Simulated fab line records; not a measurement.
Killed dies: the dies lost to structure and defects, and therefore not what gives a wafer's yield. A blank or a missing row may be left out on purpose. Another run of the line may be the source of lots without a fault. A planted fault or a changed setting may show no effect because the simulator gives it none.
Matching of chambers	flow n5_finfet	N5_STI_FIN_REVEAL_ETCH_34 on rie_si-05: 4 sister chambers
The step etches Si in H2, material Si, target depth 0.97 nm. 16 wafers are shown with their chamber, then 8 later ones without.

## WAFERS WITH THEIR CHAMBER
wafer	chamber	throttle_valve_pct (%)	drypump_motor_current_A (A)	he_backside_leak_sccm (sccm)
L075.1	0	26.2	6.1	2.3
L075.4	2	24.8	6.2	3.3
L075.6	3	25.0	5.7	2.9
L077.4	3	25.0	5.7	2.9
L077.5	1	25.5	5.7	2.4
L077.6	0	26.3	6.1	2.4
L081.2	0	26.3	6.1	2.3
L081.3	1	25.5	5.8	2.4
L081.5	3	25.0	5.7	2.8
L082.1	2	24.8	6.2	3.1
L082.4	1	25.5	5.7	2.5
L082.6	0	26.3	6.1	2.3
L087.2	2	24.8	6.2	3.3
L087.3	1	25.5	5.7	2.5
L087.4	0	26.3	6.1	2.3
L089.2	1	25.5	5.7	2.4

SIGNATURES, as means of the wafers listed above
reading	chamber 0	chamber 1	chamber 2	chamber 3	scatter within a chamber
throttle_valve_pct	26.280	25.500	24.800	25.000	0.0258
drypump_motor_current_A	6.100	5.720	6.200	5.700	0.0258
he_backside_leak_sccm	2.320	2.440	3.233	2.867	0.0667
Rule: a wafer lies at a distance from a chamber equal to the root of the sum of squares, over the readings, of (its reading less the chamber's mean, divided by the reading's scatter). The wafer belongs to the nearest chamber; if the next one is less than 2 further off, it can't be placed. The scatter: the root of (the sum of the squares of (reading less its chamber's mean) over the shown wafers, divided by (wafers less chambers)).

## WAFERS MISSING THEIR CHAMBER
wafer	throttle_valve_pct (%)	drypump_motor_current_A (A)	he_backside_leak_sccm (sccm)
L089.4	24.8	6.2	3.4
L089.5	24.8	6.2	3.3
L092.1	25.5	5.7	2.5
L092.3	26.2	6.1	2.3
L092.4	24.8	6.2	3.0
L093.2	25.0	5.7	2.9
L093.4	24.8	6.2	3.3
L093.6	24.8	6.3	3.3

## WHICH CHAMBER EACH WENT THROUGH
wafer	from the rows above	in truth
L089.4	2	2
L089.5	2	2
L092.1	1	1
L092.3	0	0
L092.4	2	2
L093.2	3	3
L093.4	2	2
L093.6	2	2
Correctly placed: 8 of 8. Not placeable from these rows: 0. Number placed wrongly: 0.
